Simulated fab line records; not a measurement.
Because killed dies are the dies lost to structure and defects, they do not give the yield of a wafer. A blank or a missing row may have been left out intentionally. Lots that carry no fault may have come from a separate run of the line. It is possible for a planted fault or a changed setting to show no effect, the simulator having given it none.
Chamber matching -- flow n5-finfet -- rie-diel-04 running N5_PMOS_HMC_CHANNEL_EPI_HM_OPEN_15: 4 sister chambers
The step chemistry CHF3/O2, target SiO2, target depth 40.6 nm, time 20.3 s. 20 wafers are shown with their chamber, then 10 later ones without.

## WAFERS PAIRED WITH THEIR CHAMBERS
wafer,chamber,drypump-motor-current-A (A),rf-vpp-V (V),throttle-valve-pct (%)
L078.1,0,5.1,532,18.68
L078.2,2,6.3,505,19.05
L078.4,1,5.0,507,18.84
L079.2,3,6.1,509,18.77
L079.3,2,6.3,506,19.05
L079.5,2,6.2,506,19.06
L081.2,2,6.3,508,19.06
L081.3,1,5.0,504,18.85
L081.5,2,6.3,507,19.08
L085.2,2,6.3,507,19.08
L085.5,2,6.3,506,19.08
L085.6,3,6.1,507,18.80
L087.3,1,5.0,506,18.86
L087.4,0,5.1,533,18.71
L087.6,1,5.0,505,18.86
L089.4,2,6.2,506,19.09
L089.5,1,5.0,506,18.84
L089.6,0,5.1,532,18.71
L092.1,0,5.1,533,18.70
L092.3,2,6.3,507,19.11

SIGNATURES (averages over the wafers above)
reading,chamber 0,chamber 1,chamber 2,chamber 3,scatter within a chamber
drypump-motor-current-A,5.100,5.000,6.278,6.100,0.0312
rf-vpp-V,532.50,505.60,506.44,508.00,0.949
throttle-valve-pct,18.7000,18.8500,19.0733,18.7850,0.017
Rule: a wafer lies at a distance from a chamber equal to the root of the sum of squares, over the readings, of (its reading less the chamber's mean, divided by the reading's scatter). The wafer belongs to the nearest chamber; if the next one is less than 2 further off, it can't be placed. The scatter: take each reading less its chamber's mean, square it, sum over the shown wafers, divide by the number of wafers less the number of chambers, and take the root.

## WAFERS WITH NO CHAMBER GIVEN
wafer,drypump-motor-current-A (A),rf-vpp-V (V),throttle-valve-pct (%)
L092.6,5.1,534,18.71
L094.1,5.0,506,18.90
L094.2,6.1,508,18.83
L094.6,6.2,506,19.09
L095.1,5.1,533,18.71
L095.5,6.1,508,18.83
L095.6,5.1,533,18.71
L097.1,5.0,506,18.89
L097.3,6.3,507,19.11
L097.5,6.3,506,19.11

## THE CHAMBER EACH PASSED THROUGH
wafer,from the rows above,in truth
L092.6,0,0
L094.1,1,1
L094.2,3,3
L094.6,2,2
L095.1,0,0
L095.5,3,3
L095.6,0,0
L097.1,1,1
L097.3,2,2
L097.5,2,2
Correctly placed: 10 of 10. Number that these rows cannot place: 0. Placed wrongly: 0.
